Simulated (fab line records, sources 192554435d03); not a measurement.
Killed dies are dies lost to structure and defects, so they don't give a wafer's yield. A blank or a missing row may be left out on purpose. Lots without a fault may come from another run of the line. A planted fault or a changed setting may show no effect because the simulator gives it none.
Which tool did it? | flow n5_finfet | 9 lots, 27 wafers sampled, at 6 steps of a route of 1938

WHAT THE GAUGES READ, wafer by wafer
N5_STI_FIN_REVEAL_INSPECT_13: inspects for defects (darkfield).
lot  | measured    | on                | raw_defect_count
L249 | day 2 19:38 | defect_inspect-02 | 9 3 8
L254 | day 4 01:21 | defect_inspect-01 | 10 6 13
L255 | day 4 08:23 | defect_inspect-01 | 5 8 5
L261 | day 5 19:44 | defect_inspect-01 | 672 661 657
L262 | day 6 05:01 | defect_inspect-01 | 617 677 689
L263 | day 6 09:58 | defect_inspect-01 | 11 11 10
L264 | day 6 15:22 | defect_inspect-01 | 9 12 4
L266 | day 7 03:18 | defect_inspect-02 | 18 11 11
L271 | day 8 07:01 | defect_inspect-01 | 7 13 13

N5_BEOL_M4_RC_MEAS_101.
lot  | measured     | on        | DIBL_N (mV/V)  | DIBL_P (mV/V)  | IOFF_N (nA/um) | IOFF_P (nA/um) | ION_N (uA/um) | ION_P (uA/um) | SS_N (mV/dec)  | SS_P (mV/dec)  | VT_N (mV)   | VT_P (mV)
L249 | day 8 10:36  | prober-01 | 38.6 37.0 36.2 | 39.1 37.7 36.8 | 0.22 0.19 0.18 | 0.26 0.24 0.22 | 692 684 683   | 468 467 464   | 71.6 71.2 71.8 | 73.7 73.8 73.9 | 248 246 245 | -250 -248 -250
L254 | day 10 01:47 | prober-02 | 35.0 35.8 33.0 | 36.6 36.6 33.8 | 0.15 0.16 0.13 | 0.19 0.18 0.15 | 669 675 671   | 457 455 454   | 71.6 72.2 70.9 | 72.8 73.2 72.9 | 250 249 252 | -255 -254 -257
L255 | day 10 01:41 | prober-01 | 38.6 36.6 37.7 | 39.9 37.6 38.0 | 0.24 0.20 0.22 | 0.29 0.25 0.26 | 697 680 693   | 474 462 470   | 72.4 71.6 72.3 | 74.3 73.6 73.6 | 242 245 245 | -245 -248 -248
L261 | day 11 09:48 | prober-01 | 37.6 35.4 39.6 | 38.4 36.5 41.7 | 0.19 0.17 0.26 | 0.25 0.22 0.33 | 678 679 688   | 467 470 481   | 71.1 71.9 72.7 | 73.8 73.1 74.7 | 250 249 242 | -248 -248 -241
L262 | day 12 04:51 | prober-02 | 34.6 37.4 34.8 | 34.6 38.7 35.9 | 0.13 0.17 0.13 | 0.19 0.25 0.21 | 669 674 665   | 464 462 458   | 71.6 72.4 72.0 | 72.6 74.2 73.4 | 253 249 253 | -252 -248 -250
L263 | day 12 04:16 | prober-01 | 35.6 39.0 35.0 | 35.2 39.3 34.8 | 0.16 0.24 0.16 | 0.23 0.31 0.22 | 679 697 673   | 463 477 461   | 71.4 72.2 71.5 | 73.3 74.0 73.1 | 251 246 249 | -246 -245 -247
L264 | day 12 05:36 | prober-01 | 37.9 37.9 36.9 | 38.1 37.8 36.9 | 0.19 0.19 0.17 | 0.26 0.26 0.23 | 691 697 681   | 474 472 464   | 72.3 72.0 71.6 | 73.6 73.1 73.2 | 248 245 248 | -245 -245 -249
L266 | day 14 00:33 | prober-01 | 33.4 39.1 38.7 | 32.6 40.0 39.9 | 0.12 0.22 0.21 | 0.18 0.32 0.30 | 668 695 685   | 465 480 468   | 70.8 72.0 72.5 | 72.4 74.7 74.8 | 254 245 247 | -252 -243 -247
L271 | day 14 05:08 | prober-01 | 34.0 35.2 35.9 | 33.6 34.5 34.8 | 0.12 0.14 0.15 | 0.18 0.19 0.19 | 669 666 673   | 459 456 456   | 71.1 71.7 71.7 | 73.0 73.5 72.7 | 253 252 250 | -252 -254 -253

WHICH TOOL RAN EACH LOT (tool, then ch and the chambers of the sampled wafers, then the start)
lot  | N5_STI_FIN_REVEAL_CMP_04     | N5_STI_FIN_REVEAL_ETCHBACK_08     | N5_STI_FIN_REVEAL_PRECLEAN_17      | N5_STI_FIN_REVEAL_ETCH_34
L249 | cmp-03 ch 2,3, day 2 15:58   | rie_diel-04 ch 1,3, day 2 16:35   | remote_plasma-01 ch 1, day 2 18:44 | rie_si-06 ch 2,3, day 2 18:56
L254 | cmp-01 ch 0,1,2, day 3 21:16 | rie_diel-01 ch 0,1,3, day 3 21:46 | remote_plasma-02 ch 1, day 4 00:27 | rie_si-04 ch 0,1,3, day 4 00:39
L255 | cmp-01 ch 1,2, day 4 04:38   | rie_diel-02 ch 0,1,3, day 4 05:20 | remote_plasma-02 ch 1, day 4 07:29 | rie_si-04 ch 0,3, day 4 07:41
L261 | cmp-01 ch 0,1, day 5 15:59   | rie_diel-01 ch 0,3, day 5 16:40   | remote_plasma-02 ch 0, day 5 18:49 | rie_si-04 ch 2,3, day 5 19:02
L262 | cmp-03 ch 0,1, day 5 23:40   | rie_diel-02 ch 0,1, day 6 00:23   | remote_plasma-02 ch 0, day 6 04:07 | rie_si-06 ch 0,1, day 6 04:19
L263 | cmp-03 ch 2,3, day 6 06:05   | rie_diel-04 ch 1,2, day 6 06:55   | remote_plasma-01 ch 0, day 6 09:07 | rie_si-05 ch 0,1,2, day 6 09:16
L264 | cmp-01 ch 1,3, day 6 11:47   | rie_diel-02 ch 1,2, day 6 12:19   | remote_plasma-01 ch 0, day 6 14:29 | rie_si-05 ch 1,2, day 6 14:40
L266 | cmp-01 ch 0,2,3, day 6 23:36 | rie_diel-01 ch 0,1, day 7 00:15   | remote_plasma-01 ch 0, day 7 02:24 | rie_si-06 ch 0,2, day 7 02:36
L271 | cmp-01 ch 0,2,3, day 8 03:26 | rie_diel-04 ch 1,3, day 8 03:56   | remote_plasma-01 ch 0, day 8 06:07 | rie_si-05 ch 0,1,2, day 8 06:18
- N5_STI_FIN_REVEAL_CMP_04: polishes, stops on Si3N4, t overpolish 4 s, target thk 131.83 nm.
- N5_STI_FIN_REVEAL_ETCHBACK_08: etches SiO2 in C4F6/O2, target depth 30.5 nm, time 10.167 s.
- N5_STI_FIN_REVEAL_PRECLEAN_17: cleans in NF3:NH3, afs cycles 1, time 20 s, sublimation time 60 s.
- N5_STI_FIN_REVEAL_ETCH_34: etches Si in H2, material Si, target depth 0.97 nm.

WHAT THE TOOLS THEMSELVES READ (means of the sampled wafers that have a number; where no wafer has one, the mark that the record gives instead)
N5_STI_FIN_REVEAL_CMP_04.
lot  | tool   | motor_current_A (A) | overpolish_run_s (s) | time_to_endpoint_s (s)
L249 | cmp-03 | 8.0                 | 4.003                | 101
L254 | cmp-01 | 8.0                 | 4.015                | 103
L255 | cmp-01 | 8.0                 | 4.007                | 99
L261 | cmp-01 | 9.2                 | 3.996                | 105
L262 | cmp-03 | 9.0                 | 3.999                | 114
L263 | cmp-03 | 7.9                 | 3.999                | 99
L264 | cmp-01 | 8.7                 | 4.002                | 104
L266 | cmp-01 | 7.8                 | 4.008                | 105
L271 | cmp-01 | 8.1                 | 4.004                | 107

N5_STI_FIN_REVEAL_ETCHBACK_08.
lot  | tool        | bias_w (W) | drypump_motor_current_A (A) | oes_product_au (a.u.) | rf_vpp_V (V) | showerhead_plenum_p_Torr (Torr) | throttle_valve_pct (%)
L249 | rie_diel-04 | 185.6      | 5.5                         | 0.88                  | 671          | 2.88                            | 21.17
L254 | rie_diel-01 | 185.3      | 5.8                         | 0.81                  | 662          | 2.76                            | 21.18
L255 | rie_diel-02 | 185.0      | 5.8                         | 0.78                  | 669          | 2.87                            | 21.11
L261 | rie_diel-01 | 185.2      | 6.2                         | 0.83                  | 670          | 2.78                            | 21.12
L262 | rie_diel-02 | 185.0      | 5.5                         | 0.74                  | 662          | 2.82                            | 21.26
L263 | rie_diel-04 | 185.7      | 4.9                         | 0.88                  | 669          | 2.84                            | 20.94
L264 | rie_diel-02 | 185.6      | 5.8                         | 0.86                  | 645          | 2.78                            | 21.31
L266 | rie_diel-01 | 184.4      | 5.4                         | 0.75                  | 654          | 2.72                            | 21.30
L271 | rie_diel-04 | 185.2      | 5.4                         | 0.79                  | 663          | 2.79                            | 21.18

N5_STI_FIN_REVEAL_PRECLEAN_17.
lot  | tool             | pressure_torr (Torr)
L249 | remote_plasma-01 | 3.008
L254 | remote_plasma-02 | 3.002
L255 | remote_plasma-02 | 2.992
L261 | remote_plasma-02 | 2.994
L262 | remote_plasma-02 | 3.000
L263 | remote_plasma-01 | 3.000
L264 | remote_plasma-01 | 2.997
L266 | remote_plasma-01 | 2.997
L271 | remote_plasma-01 | 2.999

N5_STI_FIN_REVEAL_ETCH_34.
lot  | tool      | drypump_motor_current_A (A) | oes_product_au (a.u.) | throttle_valve_pct (%)
L249 | rie_si-06 | 5.7                         | 1.013                 | 25.8
L254 | rie_si-04 | 5.7                         | 0.995                 | 25.5
L255 | rie_si-04 | 5.6                         | 0.983                 | 25.5
L261 | rie_si-04 | 5.4                         | 1.000                 | 24.8
L262 | rie_si-06 | 5.6                         | 0.999                 | 25.5
L263 | rie_si-05 | 5.8                         | 1.000                 | 25.2
L264 | rie_si-05 | 5.5                         | 1.014                 | 24.8
L266 | rie_si-06 | 5.6                         | 1.011                 | 26.1
L271 | rie_si-05 | 5.8                         | 1.000                 | 25.2

THE ANSWER, worked out from the rows above alone
Rule: what is usual is taken from the lots themselves. Put in order of their means at a reading, lots are off if they are a third of the lots or fewer, leave a main group of 4 or more, and stand apart from it by a gap of 3 or more times the standard deviation of the main group's means; of several such gaps the widest counts. A main group whose means are all the same, to the digits that the tables above print for the reading, isn't used. A lot without any number at a reading at which 4 lots or more have one is off too. The other lots that the step has rows for count as sound. The gauges are gone through in route order, then the tools' own readings, and for those a lot's mean is taken as printed above. The first step at which some lot is off is used, and at that step the reading that is off furthest; a lot without a number counts as furthest.
Off: L261, L262, at N5_STI_FIN_REVEAL_INSPECT_13 (raw_defect_count). The main group: mean 9, standard deviation 2.4.
A tool fits if, at a process step before that reading, it ran every lot that is off, and no sound lot after the first of them. The gauges at N5_STI_FIN_REVEAL_INSPECT_13 aren't tried: what is off there is off at N5_STI_FIN_REVEAL_CMP_04 too, on other tools, and a gauge's error can't cause that. One fits: remote_plasma-02 at N5_STI_FIN_REVEAL_PRECLEAN_17. Its last sound lot is L255 (day 4 07:29), its first lot that is off L261 (day 5 18:49): a fault that began between those two fits.

WHAT THE SIMULATOR HAD PUT IN
Chamber particle source: remote_plasma-02, from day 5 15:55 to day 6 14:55, at N5_STI_FIN_REVEAL_PRECLEAN_17. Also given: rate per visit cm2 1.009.
Lots struck among those shown: L261, L262. The rule above found the same.
